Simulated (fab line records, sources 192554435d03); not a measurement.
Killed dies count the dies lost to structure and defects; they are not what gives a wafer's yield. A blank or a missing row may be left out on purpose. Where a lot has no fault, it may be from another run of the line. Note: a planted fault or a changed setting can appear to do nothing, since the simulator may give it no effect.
fab line records	flow n5_finfet
[record] lots = 13	wafers = 34	last_day = 18
route steps=1938 shown BEOL_M5@1162 PASSIVATION@1936
lots untouched by any fault: they come from a run of this same line in which no faults occurred
start_h: start of the lot's first displayed wafer, in hours after the record's first day	wait_h: hours from the lot's prior step to this one	" unchanged from the row above	L1.1+2: a row that stands for several wafers	- no value, or no start was given	* or withheld: withheld	< > ~ a bound
route shown NAME@n: names a module that has steps shown in the file, with the first one's number in the route	usual: mean and standard deviation over wafers with no fault	same: alike in all rows	chamber/n: place in a boat	sites: per-site readings	_std_site: the values' standard deviation	_edge_site: mean of outer sites minus mean of inner sites	radius_mm: how far each site lies from the wafer's centre	mask NAME#n: copy n	behind: the last tool/chamber to shape the wafer	hold: why the lot was held/for how many hours/how that ended	device: whichever transistor did not switch (one of n, p or np)	end of line: tests run on the same wafers once the route is complete	a step given without rows: its recipe and nothing more	killed: dies that structure and defects cost at the first sort, which is not the same as the wafer's yield	map: the dies of a wafer, with x for killed, . for not killed, _ for no die there
set.NAME: the setting that was run; set.NAME@STEP: the one run at that earlier step	model.NAME: the simulator's own value behind a step, which no gauge read
route steps across a sampled set of lots; one table per step, one row per wafer
services: from which hour (start_h, from the record's first day; less than 0 if before it) a tool's chamber was out of use, for how many hours, and why
[[steps]]
[step N5_BEOL_M5_STRIP_91]
[recipe] chemistry = N2/H2	time_s = 10	power_w = 450	temp_c = 40	pressure_mtorr = 20	rf_frequency_hz = 6e+07	bias_power_w = 7	n2_flow_sccm = 200	h2_flow_sccm = 200
[usual] drypump_motor_current_A = 5.89/0.3	oes_product_au = 0.81/0.089	rf_vpp_V = 59.0/0.89	showerhead_plenum_p_Torr = 2.50/0.11	throttle_valve_pct = 23.48/0.26
lot.wafer	tool	chamber	start_h	wait_h	drypump_motor_current_A	oes_product_au	rf_hours_counter_h	rf_vpp_V	showerhead_plenum_p_Torr	throttle_valve_pct
L553.5	rie_diel-04	3	-	-	5.66	0.78	-	58.2	2.34	23.22
L553.6	"	2	"	"	6.05	0.70	-	59.7	2.60	23.77
L552.3	rie_diel-04	1	-	-	6.17	0.75	171	59.6	2.61	23.26
L552.4	"	3	"	"	5.61	0.78	117	59.8	2.34	23.26
L552.5	"	1	"	"	6.19	0.74	-	60.1	2.61	23.24
L555.1	rie_diel-06	0	-	-	5.49	0.68	234	58.8	2.38	23.74
L555.2	"	1	"	"	6.22	0.90	31	58.3	2.49	23.78
L555.3	"	3	"	"	6.00	0.77	130	59.2	2.43	23.47
L558.4	rie_diel-04	2	-	-	6.07	0.97	5	59.5	2.60	23.42
L558.5	"	0	"	"	5.43	0.74	-	59.7	2.41	23.23
L560.4	rie_diel-06	1	-	-	6.23	0.87	45	57.8	2.48	23.79
L560.5	"	2	"	"	5.87	0.93	-	58.2	2.61	23.42
L563.2	rie_diel-04	3	-	-	5.67	0.76	144	57.8	2.33	23.25
L563.4	"	3	"	"	5.66	0.77	-	60.7	2.33	23.26
L564.3	rie_diel-04	3	-	-	5.71	0.77	146	58.0	2.33	23.25
L564.4	"	1	"	"	6.16	0.72	-	60.7	2.59	23.29
L564.5	"	2	"	"	6.05	0.92	-	59.9	2.59	23.43
L567.1	rie_diel-06	3	-	-	6.04	0.73	163	58.9	2.41	23.51
L567.5	"	1	"	"	6.24	0.85	-	58.9	2.47	23.81
L567.6	"	0	"	"	5.47	0.94	-	58.5	2.69	23.36
L570.2	rie_diel-04	2	-	-	6.05	0.89	28	59.6	2.59	23.46
L570.5	"	0	"	"	5.45	0.73	-	57.0	2.40	23.25
L569.2	rie_diel-06	3	-	-	5.99	0.75	165	59.2	2.41	23.50
L569.4	"	2	"	"	5.88	0.88	25	60.3	2.60	23.46
L569.6	"	3	"	"	6.01	0.75	-	58.0	2.41	23.51
L571.1	rie_diel-06	0	-	-	5.42	0.92	11	60.6	2.69	23.36
L571.4	"	1	"	"	6.24	0.85	67	60.1	2.47	23.83
L571.6	"	3	"	"	6.00	0.74	-	59.0	2.41	23.51
L572.1	rie_diel-06	3	-	-	6.01	0.74	170	57.4	2.41	23.52
L572.4	"	2	"	"	5.88	0.89	29	58.7	2.60	23.47
L572.6	"	1	"	"	6.24	0.85	-	58.0	2.47	23.83
L573.2	rie_diel-06	3	-	-	5.95	0.73	175	58.7	2.41	23.52
L573.5	"	2	"	"	5.90	0.86	-	57.4	2.59	23.48
L573.6	"	3	"	"	5.94	0.73	-	58.3	2.41	23.52
[step N5_BEOL_M5_OCD_MEAS_38]
[usual] trench_depth_nm = 71.4/1.7
lot.wafer	tool	chamber	start_h	wait_h	trench_depth_nm
L553.5	ocd-01	-	186.26	-	71.2
L553.6	"	-	"	"	71.1
L552.3	ocd-01	-	189.39	-	67.7
L552.4	"	-	"	"	71.3
L552.5	"	-	"	"	68.1
L555.1	ocd-01	-	196.57	-	71.6
L555.2	"	-	"	"	72.4
L555.3	"	-	"	"	71.7
L558.4	ocd-01	-	226.12	-	72.1
L558.5	"	-	"	"	71.0
L560.4	ocd-02	-	236.74	-	71.5
L560.5	"	-	"	"	71.5
L563.2	ocd-02	-	259.21	-	71.3
L563.4	"	-	"	"	70.5
L564.3	ocd-02	-	265.37	-	72.7
L564.4	"	-	"	"	68.4
L564.5	"	-	"	"	72.3
L567.1	ocd-01	-	291.99	-	69.8
L567.5	"	-	"	"	71.9
L567.6	"	-	"	"	73.0
L570.2	ocd-01	-	295.24	-	72.6
L570.5	"	-	"	"	70.6
L569.2	ocd-02	-	300.45	-	71.1
L569.4	"	-	"	"	71.3
L569.6	"	-	"	"	70.5
L571.1	ocd-01	-	306.36	-	74.8
L571.4	"	-	"	"	73.6
L571.6	"	-	"	"	71.5
L572.1	ocd-01	-	320.50	-	70.9
L572.4	"	-	"	"	71.5
L572.6	"	-	"	"	71.7
L573.2	ocd-01	-	336.14	-	70.8
L573.5	"	-	"	"	73.1
L573.6	"	-	"	"	71.4
[step N5_BEOL_M5_ALD_86]
[recipe] material = TaN	target_thk_a = *	temp_c = 275	ald_precursor_family = PDMAT	ald_co_reactant = NH3	pressure_torr = 3	carrier_flow_sccm = 1500	pulse_time_s = 2	purge_time_s = 3	co_reactant_purge_time_s = 2	co_reactant_pulse_time_s = 3	ald_cycles = 30	precursor_vessel_temp_c = 75	precursor_vessel_pressure_torr = 26.25	precursor_vessel_carrier_sccm = 1000
[usual] co_reactant_pulse_time_s = 3/0	heater_power_w = 393/63
lot.wafer	tool	chamber	start_h	wait_h	co_reactant_pulse_time_s	heater_power_w
L553.5	ald_metal-02	0	187.08	0.1	3	478
L553.6	"	3	"	"	3	315
L552.3	ald_metal-04	3	190.19	0.1	3	340
L552.4	"	1	"	"	3	377
L552.5	"	2	"	"	3	400
L555.1	ald_metal-03	3	197.20	0.0	3	377
L555.2	"	2	"	"	3	448
L555.3	"	0	"	"	3	341
L558.4	ald_metal-04	1	226.79	0.0	3.4238	366
L558.5	"	0	"	"	3.4238	395
L560.4	ald_metal-04	1	237.36	0.0	3.4238	378
L560.5	"	0	"	"	3.4238	415
L563.2	ald_metal-04	1	260.10	0.0	3	370
L563.4	"	3	"	"	3.4238	334
L564.3	ald_metal-03	3	265.98	0.0	3	373
L564.4	"	0	"	"	3	349
L564.5	"	1	"	"	3	505
L567.1	ald_metal-02	0	293.29	0.7	3	473
L567.5	"	0	"	"	3	469
L567.6	"	3	"	"	3	319
L570.2	ald_metal-03	0	295.96	0.0	3	342
L570.5	"	0	"	"	3	341
L569.2	ald_metal-02	3	301.55	0.3	3	326
L569.4	"	2	"	"	3	476
L569.6	"	3	"	"	3	322
L571.1	ald_metal-02	1	307.02	0.1	3	306
L571.4	"	3	"	"	3	319
L571.6	"	1	"	"	3	308
L572.1	ald_metal-03	0	321.16	0.0	3	346
L572.4	"	3	"	"	3	369
L572.6	"	0	"	"	3	344
L573.2	ald_metal-03	3	336.90	0.0	3	381
L573.5	"	2	"	"	3	446
L573.6	"	0	"	"	3	344
[step N5_BEOL_M5_ANNEAL_82]
[recipe] temp_c = 400	time_s = 1800	ambient = vacuum
[usual] heater_power_w = 800/85
lot.wafer	tool	chamber	start_h	wait_h	heater_power_w
L553.5	pvd_sputter-02	-	190.48	0.5	866
L553.6	"	-	"	"	839
L552.3	pvd_sputter-03	-	193.72	0.0	679
L552.4	"	-	"	"	771
L552.5	"	-	"	"	683
L555.1	pvd_sputter-01	-	199.00	0.0	815
L555.2	"	-	"	"	726
L555.3	"	-	"	"	793
L558.4	pvd_sputter-01	-	229.00	0.0	793
L558.5	"	-	"	"	807
L560.4	pvd_sputter-03	-	239.42	0.0	756
L560.5	"	-	"	"	647
L563.2	pvd_sputter-01	-	266.12	4.3	885
L563.4	"	-	"	"	815
L564.3	pvd_sputter-03	-	273.61	0.0	660
L564.4	"	-	"	"	767
L564.5	"	-	"	"	955
L567.1	pvd_sputter-01	-	295.98	0.0	732
L567.5	"	-	"	"	815
L567.6	"	-	"	"	738
L570.2	pvd_sputter-03	-	299.77	0.0	773
L570.5	"	-	"	"	695
L569.2	pvd_sputter-01	-	303.35	0.0	714
L569.4	"	-	"	"	811
L569.6	"	-	"	"	734
L571.1	pvd_sputter-03	-	308.74	0.0	949
L571.4	"	-	"	"	656
L571.6	"	-	"	"	700
L572.1	pvd_sputter-01	-	322.99	0.0	837
L572.4	"	-	"	"	884
L572.6	"	-	"	"	742
L573.2	pvd_sputter-01	-	338.66	0.0	803
L573.5	"	-	"	"	805
L573.6	"	-	"	"	722
[step N5_PASSIVATION_PROBE_49]
[usual] defect_limited_yield = 90.9/1.6	killed_at_M0_to_M3 = 34/10	killed_at_M4_up = 13/5.4	killed_at_contacts = 13/6	killed_at_front_end = 42/13	killed_at_other = 4/3.2	killed_dies = 107/18	killed_open = 69/14	killed_short = 35/7.7	sort_bin_4_leakage = 0.02/0.17	sort_bin_5_function = 5.3/1	sort_bin_6_memory = 3.3/0.75	sort_n_pass = 1073/19	sort_yield_pct = 90.9/1.6
[same] gross_dies = 1180	killed_at_back_side = 0	sort_bin_8_speed[%] = 0
lot.wafer	tool	chamber	start_h	wait_h	defect_limited_yield[%]	killed_at_M0_to_M3	killed_at_M4_up	killed_at_contacts	killed_at_front_end	killed_at_other	killed_dies	killed_open	killed_short	sort_bin_4_leakage[%]	sort_bin_5_function[%]	sort_bin_6_memory[%]	sort_n_pass	sort_yield_pct[%]
L558.4	prober-02	-	327.16	0.2	86.4	64	23	19	50	5	161	92	55	0	7.1	4.8	1019	86.4
L558.5	prober-02	-	327.21	0.2	91.4	36	7	22	37	0	102	60	39	0	5.0	3.2	1078	91.4
L560.4	prober-01	-	342.72	0.2	90.6	35	11	21	43	1	111	77	34	0	5.9	3.1	1069	90.6
L563.2	prober-01	-	357.46	0.1	89.2	39	10	23	49	6	127	88	31	0	6.0	4.2	1053	89.2
L563.4	prober-01	-	357.56	0.2	88.7	60	14	7	48	4	133	85	41	0.08	6.9	4.3	1046	88.6
L564.3	prober-02	-	361.36	0.1	86.2	48	11	15	78	11	163	104	53	0	7.2	5.6	1017	86.2
L564.4	prober-02	-	361.41	0.2	88.1	45	11	11	71	3	141	79	60	0	6.4	5.1	1039	88.1
L564.5	prober-02	-	361.46	0.2	86.9	55	11	14	72	2	154	94	59	0	7.5	5.1	1026	86.9
L570.2	prober-01	-	394.95	0.1	91.5	25	14	15	45	1	100	58	40	0	5.6	2.7	1080	91.5
L570.5	prober-01	-	395.10	0.2	90.1	33	14	8	61	1	117	63	42	0	5.8	3.0	1063	90.1
// killed by level:class
L558.4 BEOL_M0_SAQP:geometric_particle:short=22 BEOL_M0_SAQP:geometric_particle:open=16 FIN_SAQP:geometric_particle:open=15 BEOL_M4:geometric_particle:open=14 HKMG_FIN:area_etch=13 MOL_CONTACT_COAG:geometric_particle:open=12 BEOL_M2:geometric_particle:open=11 MOL_CONTACT_COAG:geometric_particle:short=7
L558.5 MOL_CONTACT_COAG:geometric_particle:open=15 BEOL_M0_SAQP:geometric_particle:short=12 FIN_SAQP:geometric_particle:short=10 FIN_SAQP:geometric_particle:open=7 STI_FIN_REVEAL:geometric_particle:open=7 BEOL_M0_SAQP:geometric_particle:open=7 MOL_CONTACT_COAG:geometric_particle:short=6 BEOL_M2:geometric_particle:open=6
L560.4 MOL_CONTACT_COAG:geometric_particle:open=17 STI_FIN_REVEAL:geometric_particle:open=10 BEOL_M2:geometric_particle:open=8 DUMMY_GATE:geometric_particle:open=7 FIN_SAQP:geometric_particle:open=6 BEOL_M3:geometric_particle:short=6 STARTING-WAFER:geometric_particle:short=6 FIN_SAQP:geometric_particle:short=5
L563.2 MOL_CONTACT_COAG:geometric_particle:open=20 STI_FIN_REVEAL:geometric_particle:open=11 BEOL_M2:geometric_particle:open=9 BEOL_M0_SAQP:geometric_particle:open=9 BEOL_M3:geometric_particle:open=9 FIN_SAQP:geometric_particle:open=7 FIN_SAQP:geometric_particle:short=6 HKMG_FIN:area_etch=6
L563.4 FIN_SAQP:geometric_particle:open=13 BEOL_M0_SAQP:geometric_particle:open=13 BEOL_M0_SAQP:geometric_particle:short=13 BEOL_M2:geometric_particle:open=11 STI_FIN_REVEAL:geometric_particle:open=9 BEOL_M1:geometric_particle:open=7 BEOL_M3:geometric_particle:open=7 FIN_SAQP:geometric_particle:short=6
L564.3 STI_FIN_REVEAL:geometric_particle:open=17 BEOL_M1:geometric_particle:open=16 DUMMY_GATE:geometric_particle:open=14 MOL_CONTACT_COAG:geometric_particle:open=13 BEOL_M0_SAQP:geometric_particle:short=11 BEOL_M0_SAQP:geometric_particle:open=11 FIN_SAQP:geometric_particle:short=7 FIN_SAQP:geometric_particle:open=6
L564.4 FIN_SAQP:geometric_particle:short=18 STI_FIN_REVEAL:geometric_particle:open=13 FIN_SAQP:geometric_particle:open=10 GATE_CUT:geometric_particle:short=9 BEOL_M0_SAQP:geometric_particle:open=9 BEOL_M1:geometric_particle:open=9 DUMMY_GATE:geometric_particle:open=8 MOL_CONTACT_COAG:geometric_particle:open=7
L564.5 STI_FIN_REVEAL:geometric_particle:open=27 BEOL_M0_SAQP:geometric_particle:short=14 FIN_SAQP:geometric_particle:short=13 BEOL_M0_SAQP:geometric_particle:open=13 MOL_CONTACT_COAG:geometric_particle:open=13 BEOL_M1:geometric_particle:open=13 STI_FIN_REVEAL:geometric_particle:short=7 BEOL_M1:geometric_particle:short=7
L570.2 FIN_SAQP:geometric_particle:open=13 FIN_SAQP:geometric_particle:short=13 MOL_CONTACT_COAG:geometric_particle:open=11 BEOL_M0:geometric_particle:open=7 BEOL_M3:geometric_particle:open=7 MOL_CONTACT_COAG:geometric_particle:short=4 BEOL_M0_SAQP:geometric_particle:short=3 BEOL_M3:geometric_particle:short=3
L570.5 FIN_SAQP:geometric_particle:open=12 FIN_SAQP:geometric_particle:short=11 DUMMY_GATE:geometric_particle:open=8 BEOL_M0_SAQP:geometric_particle:short=8 STARTING-WAFER:geometric_particle:open=7 HKMG_FIN:area_etch=7 MOL_CONTACT_COAG:geometric_particle:open=6 BEOL_M0_SAQP:geometric_particle:open=6
[[services]]
tool	chamber	start_h	hours	kind
rie_diel-06	2	178.37	10.6	repair
rie_diel-04	2	189.35	-	clean
rie_diel-04	2	189.35	-	consumable_replace:focus_ring
rie_diel-06	-	201.59	2.8	pm
rie_diel-04	0	209.83	5.8	repair
rie_diel-06	2	213.54	-	clean
rie_diel-06	2	213.54	-	consumable_replace:focus_ring
rie_diel-06	2	213.54	13.1	scheduled_down
rie_diel-06	2	213.54	13.1	vent_cycle
ald_metal-02	-	218.63	1.0	repair
ald_metal-04	-	238.72	18.2	repair
rie_diel-06	0	242.41	-	clean
rie_diel-06	0	242.41	-	consumable_replace:focus_ring
rie_diel-06	0	242.41	-	consumable_replace:showerhead
rie_diel-06	0	242.41	21.1	scheduled_down
rie_diel-06	0	242.41	21.1	vent_cycle
rie_diel-04	0	250.43	17.9	repair
ald_metal-03	-	279.97	14.6	pm
ald_metal-04	-	286.28	8.7	pm
ald_metal-03	-	300.56	8.7	pm
pvd_sputter-02	-	305.99	6.3	repair
ald_metal-02	0	310.04	68.7	repair
rie_diel-06	-	318.79	1.1	repair
ald_metal-03	1	320.91	25.8	repair
[[key]]
[first_sign] step = N5_BEOL_M5_ALD_86	reading = co_reactant_pulse_time_s	direction = up	sigmas = 99+	usual = *	struck = *
effect none on later readings
met_at N5_BEOL_M5_ALD_86
struck_lots L558,L560,L563
struck_wafers L558.4,L558.5,L560.4,L560.5,L563.4
[baseline_loss] step = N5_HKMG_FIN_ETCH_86	wafers = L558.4
not_acting_at N5_BEOL_M5_STRIP_91,N5_BEOL_M5_OCD_MEAS_38,N5_BEOL_M5_ANNEAL_82
onset_between 190.19 226.79
[fault] kind = process_parameter_drift	tool = ald_metal-04	chamber = -	onset_h = 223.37	steps = N5_BEOL_M5_ALD_86	channel = co_reactant_pulse_time_s	offset = *	shape = step	end_h = 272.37	scope = struck_wafers_only	acts_in = *	stated = *
// baseline_loss: these wafers lose ten dies or more at that step, a loss of the line's own and not of a fault; the sort's usual values leave them out
